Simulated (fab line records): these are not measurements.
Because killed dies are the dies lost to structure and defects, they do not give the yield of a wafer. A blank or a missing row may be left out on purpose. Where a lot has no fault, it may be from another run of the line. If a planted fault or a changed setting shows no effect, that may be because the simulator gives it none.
fab line records    flow n5_finfet
[record] lots = 5  wafers = 15  last_day = 17
route steps=1938 shown BEOL_M12@1630
lots with no fault: from the same line, run without faults
start_h: hours from the record's first day to the start of the lot's first wafer shown    wait_h: hours from the lot's prior step to this one    " the same as in the row above    L1.1+2: one row covering several wafers at once    - no value present, or no start provided    * or withheld: withheld    < > ~ a bound
route shown NAME@n: NAME is a module with steps in the file, n the number in the route of the first one    usual: mean/standard deviation of fault-free wafers    same: alike in all rows    chamber/n: place in a boat    sites: per-site readings    _std_site: standard deviation of those values    _edge_site: inner sites' mean taken away from outer sites' mean    radius_mm: for every site, how far away it sits from the centre of the wafer    mask NAME#n: copy n    behind: the tool/chamber that last shaped the wafer    hold: the reason the lot was held/the length of the hold in hours/how it ended    device: names the non-switching transistor (n, p or np)    end of line: at the end of the route, the tests of the same wafers    for a step that has no rows: nothing shown but its recipe    killed: at the first sort, the dies lost to defects and structure; wafer yield is something else    map: shows each die of a wafer: x if killed, . if not, _ if none is there
set.NAME: the setting that was run; set.NAME@STEP: the one run at that earlier step    model.NAME: the simulator's own value behind a step, which no gauge read
a table for each step, a row for each wafer; lots at some steps of the route
services: the hour from which a tool's chamber was out of use, counted from the record's first day as start_h (under 0 if before that day), plus the number of hours and why
[[steps]]
[step N5_BEOL_M12_DEVELOP_27]
[recipe] develop_time_s = 45  rinse_liquid = diw  dry = air_spin  dev_temp_c = 21
[step N5_BEOL_M12_HARDBAKE_32]
[recipe] temp_c = 130  time_s = 120
[step N5_BEOL_M12_CD_MEAS_28]
[recipe] target_cd_nm = 160.2  landing_energy_ev = 500  detector = se_inlens  polarity = opening
[usual] cd_nm = 160.6/1.4
lot.wafer  tool       chamber  start_h  wait_h  cd_nm
L964.1     cd_sem-01  0        246.13   -       162.6
L964.2     "          0        "        "       161.7
L964.4     "          0        "        "       161.1
L969.1     cd_sem-01  0        260.57   -       159.2
L969.4     "          0        "        "       159.5
L969.5     "          0        "        "       160.2
L975.1     cd_sem-01  0        307.66   -       159.3
L975.2     "          0        "        "       160.5
L975.5     "          0        "        "       160.2
L979.2     cd_sem-03  0        323.92   -       159.3
L979.5     "          0        "        "       158.0
L979.6     "          0        "        "       158.7
L983.3     cd_sem-01  0        354.51   -       161.0
L983.4     "          0        "        "       161.6
L983.5     "          0        "        "       163.0
[step N5_BEOL_M12_OVL_MEAS_29]
[recipe] points_per_wafer = 44
[usual] M12_OVL = 2/4.7
lot.wafer  tool        chamber  start_h  wait_h  M12_OVL[nm]
L964.1     overlay-01  0        246.16   0.0     2
L964.2     "           0        "        "       3
L964.4     "           0        "        "       9
L969.1     overlay-02  0        260.60   0.0     -2
L969.4     "           0        "        "       3
L969.5     "           0        "        "       -4
L975.1     overlay-01  0        307.69   0.0     -4
L975.2     "           0        "        "       0
L975.5     "           0        "        "       2
L979.2     overlay-02  0        323.95   0.0     2
L979.5     "           0        "        "       -6
L979.6     "           0        "        "       1
L983.3     overlay-02  0        354.53   0.0     4
L983.4     "           0        "        "       3
L983.5     "           0        "        "       1
[step N5_BEOL_M12_INSPECT_30]
[recipe] mode = adi  inspect_instrument = macro
[usual] raw_defect_count = 2.1/1.4
lot.wafer  tool               chamber  start_h  wait_h  raw_defect_count
L964.1     defect_inspect-02  -        246.18   0.0     1
L964.2     "                  -        "        "       2
L964.4     "                  -        "        "       2
L969.1     defect_inspect-01  -        260.62   0.0     3
L969.4     "                  -        "        "       1
L969.5     "                  -        "        "       3
L975.1     defect_inspect-01  -        307.71   0.0     3
L975.2     "                  -        "        "       0
L975.5     "                  -        "        "       0
L979.2     defect_inspect-01  -        323.98   0.0     1
L979.5     "                  -        "        "       3
L979.6     "                  -        "        "       1
L983.3     defect_inspect-02  -        354.56   0.0     2
L983.4     "                  -        "        "       2
L983.5     "                  -        "        "       1
[step N5_BEOL_M12_DESCUM_33]
[recipe] chemistry = O2  time_s = 7.9  source_power_w = 50  bias_power_w = 20  pressure_mtorr = 20  rf_frequency_hz = 2.712e+07  temp_c = 40  o2_flow_sccm = 225
[usual] drypump_motor_current_A = 5.7/0.48  oes_product_au = 0.79/0.085  rf_vpp_V = 243.3/1.5  showerhead_plenum_p_Torr = 2.11/0.078  throttle_valve_pct = 20.28/0.22
lot.wafer  tool         chamber  start_h  wait_h  drypump_motor_current_A  oes_product_au  rf_hours_counter_h  rf_vpp_V  showerhead_plenum_p_Torr  throttle_valve_pct
L964.1     rie_diel-01  2        246.22   0.0     5.4                      0.80            98                  245.3     2.21                      20.26
L964.2     "            0        "        "       5.5                      0.92            18                  243.2     2.14                      19.83
L964.4     "            3        "        "       5.1                      0.78            -                   245.7     2.20                      20.11
L969.1     rie_diel-01  0        260.66   0.0     5.5                      0.91            23                  244.7     2.13                      19.83
L969.4     "            1        "        "       6.1                      0.71            224                 240.8     1.98                      20.29
L969.5     "            3        "        "       5.1                      0.78            -                   244.1     2.20                      20.12
L975.1     rie_diel-01  0        307.75   0.0     5.5                      0.87            41                  244.5     2.13                      19.85
L975.2     "            2        "        "       5.4                      0.78            120                 243.9     2.20                      20.30
L975.5     "            0        "        "       5.5                      0.88            -                   242.7     2.13                      19.86
L979.2     rie_diel-03  0        324.02   0.0     6.3                      0.82            78                  241.2     2.03                      20.39
L979.5     "            0        "        "       6.3                      0.83            -                   242.8     2.03                      20.40
L979.6     "            3        "        "       6.3                      0.74            -                   242.8     1.99                      20.38
L983.3     rie_diel-05  1        354.82   0.3     6.1                      0.86            53                  241.8     2.03                      20.23
L983.4     "            1        "        "       6.1                      0.85            -                   242.2     2.03                      20.24
L983.5     "            3        "        "       5.4                      0.68            -                   242.5     2.05                      20.62
[step N5_BEOL_M12_ETCH_67]
[recipe] chemistry = CF4  target = SiARC  target_depth_a = 1430  time_s = 238.3  ion_energy_ev = 80  pressure_mtorr = 40  source_w = 545  bias_w = 36  Ar_flow_sccm = 100  cf4_flow_sccm = 100  ends = cleared
[usual] drypump_motor_current_A = 5.7/0.48  etch_rf_on_time_s = 240/3.6  oes_product_au = 0.67/0.074  rf_vpp_V = 184.4/1.2  showerhead_plenum_p_Torr = 2.16/0.074  throttle_valve_pct = 15.50/0.24
lot.wafer  tool         chamber  start_h  wait_h  drypump_motor_current_A  etch_rf_on_time_s  oes_product_au  rf_hours_counter_h  rf_vpp_V  showerhead_plenum_p_Torr  throttle_valve_pct
L964.1     rie_diel-01  2        246.25   0.0     5.4                      236                0.68            98                  186.2     2.25                      15.41
L964.2     "            0        "        "       5.5                      240                0.79            18                  183.9     2.19                      15.06
L964.4     "            3        "        "       5.2                      242                0.66            -                   186.7     2.25                      15.33
L969.1     rie_diel-01  0        260.69   0.0     5.5                      236                0.78            23                  184.2     2.19                      15.08
L969.4     "            1        "        "       6.1                      246                0.59            224                 182.8     2.04                      15.62
L969.5     "            3        "        "       5.1                      240                0.66            -                   184.6     2.24                      15.36
L975.1     rie_diel-01  0        307.78   0.0     5.5                      236                0.75            41                  185.1     2.18                      15.09
L975.2     "            2        "        "       5.3                      235                0.67            120                 186.5     2.24                      15.42
L975.5     "            0        "        "       5.5                      238                0.75            -                   184.7     2.18                      15.10
L979.2     rie_diel-03  0        324.06   0.0     6.3                      239                0.70            78                  182.6     2.08                      15.57
L979.5     "            0        "        "       6.3                      240                0.70            -                   182.9     2.08                      15.55
L979.6     "            3        "        "       6.3                      241                0.63            -                   182.1     2.05                      15.59
L983.3     rie_diel-05  1        354.86   0.0     6.1                      236                0.74            53                  184.0     2.09                      15.41
L983.4     "            1        "        "       6.1                      236                0.74            -                   182.0     2.09                      15.41
L983.5     "            3        "        "       5.4                      246                0.57            -                   182.3     2.11                      15.92
[step N5_BEOL_M12_ETCH_68]
[recipe] chemistry = N2/H2  target = SOC  mask_material = SiARC  source_w = 3000  bias_w = 350  temp_c = 40  time_s = 285  ion_energy_ev = 200  pressure_mtorr = 30  n2_flow_sccm = 200  h2_flow_sccm = 200
[usual] drypump_motor_current_A = 5.7/0.48  h2_flow_sccm = 199.9/0.55  oes_product_au = 0.79/0.086  rf_vpp_V = 524.4/2.6  showerhead_plenum_p_Torr = 2.56/0.093  throttle_valve_pct = 17.64/0.25
lot.wafer  tool         chamber  start_h  wait_h  drypump_motor_current_A  h2_flow_sccm  oes_product_au  rf_hours_counter_h  rf_vpp_V  showerhead_plenum_p_Torr  throttle_valve_pct
L964.1     rie_diel-01  2        246.40   0.1     5.3                      200.2         0.80            99                  527.7     2.68                      17.58
L964.2     "            0        "        "       5.5                      199.7         0.92            18                  525.3     2.60                      17.17
L964.4     "            3        "        "       5.1                      200.1         0.78            -                   529.4     2.68                      17.62
L969.1     rie_diel-01  0        260.84   0.1     5.5                      199.2         0.90            23                  525.2     2.60                      17.17
L969.4     "            1        "        "       6.1                      199.3         0.69            224                 521.7     2.41                      17.65
L969.5     "            3        "        "       5.1                      200.7         0.78            -                   528.5     2.68                      17.63
L975.1     rie_diel-01  0        307.93   0.1     5.5                      201.0         0.87            42                  524.3     2.59                      17.22
L975.2     "            2        "        "       5.4                      199.7         0.78            120                 527.1     2.67                      17.62
L975.5     "            0        "        "       5.5                      201.8         0.88            -                   524.9     2.59                      17.20
L979.2     rie_diel-03  0        324.20   0.1     6.3                      200.1         0.83            78                  522.1     2.46                      17.61
L979.5     "            0        "        "       6.3                      201.0         0.82            -                   521.5     2.46                      17.61
L979.6     "            3        "        "       6.3                      199.6         0.73            -                   521.5     2.42                      17.65
L983.3     rie_diel-05  1        355.00   0.1     6.2                      200.5         0.85            53                  522.0     2.48                      17.64
L983.4     "            1        "        "       6.2                      199.5         0.86            -                   521.9     2.48                      17.64
L983.5     "            3        "        "       5.4                      199.4         0.69            -                   522.8     2.51                      18.07
[step N5_BEOL_M12_STRIP_69]
[recipe] chemistry = N2/H2  temp_c = 40  n2_flow_sccm = 200  h2_flow_sccm = 200  rf_frequency_hz = 6e+07
[step N5_BEOL_M12_TRENCH_ETCH_34]
[recipe] chemistry = C4F8/O2/Ar  target = SiOC  target_depth_a = 3189.5  mask_material = SOC  pressure_mtorr = 30  source_w = 3000  bias_w = 700  Ar_flow_sccm = 400  C4F8_flow_sccm = 15  O2_flow_sccm = 8  he_inner_torr = 15  he_outer_torr = 30  time_s = 125.5  ion_energy_ev = 250
[usual] drypump_motor_current_A = 5.7/0.48  oes_product_au = 0.79/0.085  rf_vpp_V = 666/3.4  showerhead_plenum_p_Torr = 3.44/0.12  throttle_valve_pct = 24.05/0.22
lot.wafer  tool         chamber  start_h  wait_h  drypump_motor_current_A  oes_product_au  rf_hours_counter_h  rf_vpp_V  showerhead_plenum_p_Torr  throttle_valve_pct
L964.1     rie_diel-01  2        246.58   0.0     5.3                      0.79            99                  670       3.59                      23.98
L964.2     "            0        "        "       5.5                      0.93            19                  667       3.48                      23.58
L964.4     "            3        "        "       5.1                      0.79            -                   671       3.58                      23.88
L969.1     rie_diel-01  0        261.02   0.0     5.5                      0.90            24                  670       3.48                      23.57
L969.4     "            1        "        "       6.1                      0.69            224                 660       3.26                      24.10
L969.5     "            3        "        "       5.1                      0.78            -                   670       3.57                      23.90
L975.1     rie_diel-01  0        308.11   0.0     5.5                      0.87            42                  668       3.47                      23.60
L975.2     "            2        "        "       5.4                      0.78            120                 670       3.58                      24.02
L975.5     "            0        "        "       5.5                      0.88            -                   667       3.47                      23.63
L979.2     rie_diel-03  0        324.38   0.0     6.3                      0.82            78                  663       3.32                      24.12
L979.5     "            0        "        "       6.3                      0.82            -                   663       3.32                      24.11
L979.6     "            3        "        "       6.3                      0.73            -                   660       3.27                      24.12
L983.3     rie_diel-05  1        355.19   0.0     6.2                      0.85            53                  663       3.32                      23.97
L983.4     "            1        "        "       6.2                      0.86            -                   663       3.32                      23.99
L983.5     "            3        "        "       5.3                      0.68            -                   665       3.36                      24.40
[step N5_BEOL_M12_STRIP_70]
[recipe] chemistry = C4F8/O2/Ar  resist = SiARC  rf_frequency_hz = 6e+07
[step N5_BEOL_M12_OCD_MEAS_35]
[usual] trench_depth_nm = 317/4
lot.wafer  tool    chamber  start_h  wait_h  trench_depth_nm
L964.1     ocd-02  -        246.74   0.0     319
L964.2     "       -        "        "       323
L964.4     "       -        "        "       317
L969.1     ocd-02  -        261.18   0.0     316
L969.4     "       -        "        "       311
L969.5     "       -        "        "       314
L975.1     ocd-01  -        308.26   0.0     320
L975.2     "       -        "        "       320
L975.5     "       -        "        "       320
L979.2     ocd-01  -        324.55   0.0     314
L979.5     "       -        "        "       317
L979.6     "       -        "        "       314
L983.3     ocd-01  -        355.34   0.0     314
L983.4     "       -        "        "       316
L983.5     "       -        "        "       314
[step N5_BEOL_M12_STRIP_37]
[recipe] chemistry = N2/H2  power_w = 1000  temp_c = 250  h2_frac = 0.65  overash_fraction = 0.3  pressure_mtorr = withheld  n2_flow_sccm = 1750  h2_flow_sccm = 3250
[usual] drypump_motor_current_A = 5.70/0.21  h2_flow_sccm = 3250/11  heater_power_w = 319/27  oes_product_au = 0.790/0.01
lot.wafer  tool             chamber  start_h  wait_h  drypump_motor_current_A  h2_flow_sccm  heater_power_w  oes_product_au  rf_hours_counter_h
L964.1     plasma_asher-02  1        246.77   0.0     6.00                     3236          354             0.788           75
L964.2     "                0        "        "       5.66                     3249          282             0.794           75
L964.4     "                0        "        "       5.65                     3250          282             0.787           -
L969.1     plasma_asher-02  0        261.21   0.0     5.64                     3249          286             0.790           78
L969.4     "                0        "        "       5.64                     3246          281             0.800           -
L969.5     "                0        "        "       5.63                     3241          288             0.794           -
L975.1     plasma_asher-02  0        308.30   0.0     5.62                     3249          286             0.804           87
L975.2     "                1        "        "       6.01                     2935          354             0.790           87
L975.5     "                0        "        "       5.64                     3251          285             0.779           -
L979.2     plasma_asher-01  0        324.59   0.0     5.44                     3267          323             0.786           133
L979.5     "                0        "        "       5.41                     3251          319             0.785           -
L979.6     "                1        "        "       5.61                     3270          327             0.794           -
L983.3     plasma_asher-01  1        355.55   0.2     5.61                     3236          323             0.790           -
L983.4     "                0        "        "       5.42                     3236          317             0.796           -
L983.5     "                1        "        "       5.60                     3265          325             0.785           -
[step N5_BEOL_M12_ETCH_38]
[recipe] chemistry = CF4/N2  target = SiCN  target_depth_a = 687  taper_deg = 2  time_s = 73.4  ion_energy_ev = 150  mask_material = SiO2  pressure_mtorr = 40  source_w = 430  bias_w = 70  Ar_flow_sccm = 100  cf4_flow_sccm = 60  n2_flow_sccm = 60
[usual] drypump_motor_current_A = 6.0/0.43  oes_product_au = 0.78/0.08  rf_vpp_V = 382.2/2  showerhead_plenum_p_Torr = 2.20/0.077  throttle_valve_pct = 15.38/0.2
lot.wafer  tool         chamber  start_h  wait_h  drypump_motor_current_A  oes_product_au  rf_hours_counter_h  rf_vpp_V  showerhead_plenum_p_Torr  throttle_valve_pct
L964.1     rie_diel-03  0        251.94   -       6.3                      0.86            53                  380.7     2.15                      15.31
L964.2     "            3        "        "       6.3                      0.76            153                 381.6     2.12                      15.38
L964.4     "            2        "        "       6.6                      0.69            232                 384.0     2.27                      15.83
L969.1     rie_diel-01  2        262.62   -       5.4                      0.79            104                 384.4     2.32                      15.22
L969.4     "            3        "        "       5.1                      0.76            93                  384.7     2.31                      15.19
L969.5     "            3        "        "       5.1                      0.76            -                   383.2     2.32                      15.18
L975.1     rie_diel-01  3        310.54   -       5.1                      0.76            112                 385.9     2.31                      15.22
L975.2     "            1        "        "       6.1                      0.68            240                 379.0     2.09                      15.49
L975.5     "            1        "        "       6.1                      0.68            -                   378.5     2.09                      15.48
L979.2     rie_diel-03  3        326.28   -       6.3                      0.74            180                 380.1     2.11                      15.45
L979.5     "            1        "        "       5.7                      0.75            -                   385.0     2.30                      15.22
L979.6     "            3        "        "       6.3                      0.74            -                   379.1     2.11                      15.45
L983.3     rie_diel-03  0        358.02   -       6.3                      0.81            92                  382.2     2.14                      15.40
L983.4     "            1        "        "       5.7                      0.74            167                 385.4     2.29                      15.26
L983.5     "            1        "        "       5.7                      0.73            -                   384.8     2.29                      15.25
[[services]]
tool             chamber  start_h  hours  kind
rie_diel-01      0        225.59   5.0    repair
rie_diel-01      1        246.01   6.7    repair
rie_diel-05      0        261.01   -      clean
rie_diel-05      0        261.01   -      consumable_replace:focus_ring
rie_diel-05      0        261.01   24.8   scheduled_down
rie_diel-05      0        261.01   24.8   vent_cycle
rie_diel-01      1        300.08   2.1    repair
rie_diel-03      -        306.71   2.8    pm
plasma_asher-01  -        307.97   3.2    repair
rie_diel-03      2        315.09   11.2   repair
rie_diel-03      2        326.38   -      clean
rie_diel-03      2        326.38   -      consumable_replace:focus_ring
rie_diel-03      2        326.38   17.9   scheduled_down
rie_diel-03      2        326.38   17.9   vent_cycle
rie_diel-05      3        331.50   3.1    repair
rie_diel-05      2        334.65   -      clean
rie_diel-01      1        337.69   -      clean
rie_diel-01      1        337.69   -      consumable_replace:focus_ring
rie_diel-01      1        337.69   -      consumable_replace:showerhead
rie_diel-01      1        337.69   13.0   scheduled_down
rie_diel-01      1        337.69   13.0   vent_cycle
rie_diel-01      0        338.64   8.2    repair
plasma_asher-01  -        342.43   0.4    repair
plasma_asher-02  -        354.51   2.8    pm
[[key]]
[first_sign] step = N5_BEOL_M12_STRIP_37  reading = h2_flow_sccm  direction = down  sigmas = 28  usual = 3250  struck = 2935
effect none on later readings
met_at N5_BEOL_M12_STRIP_37
struck_wafers L975.2
onset_between 246.77 308.30
[fault] kind = process_parameter_drift  tool = plasma_asher-02  chamber = 1  onset_h = 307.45  steps = N5_BEOL_M12_STRIP_37  channel = h2_flow_sccm  offset = -325  shape = step  end_h = 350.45  acts_in = these_recipes_only  stated = 3250
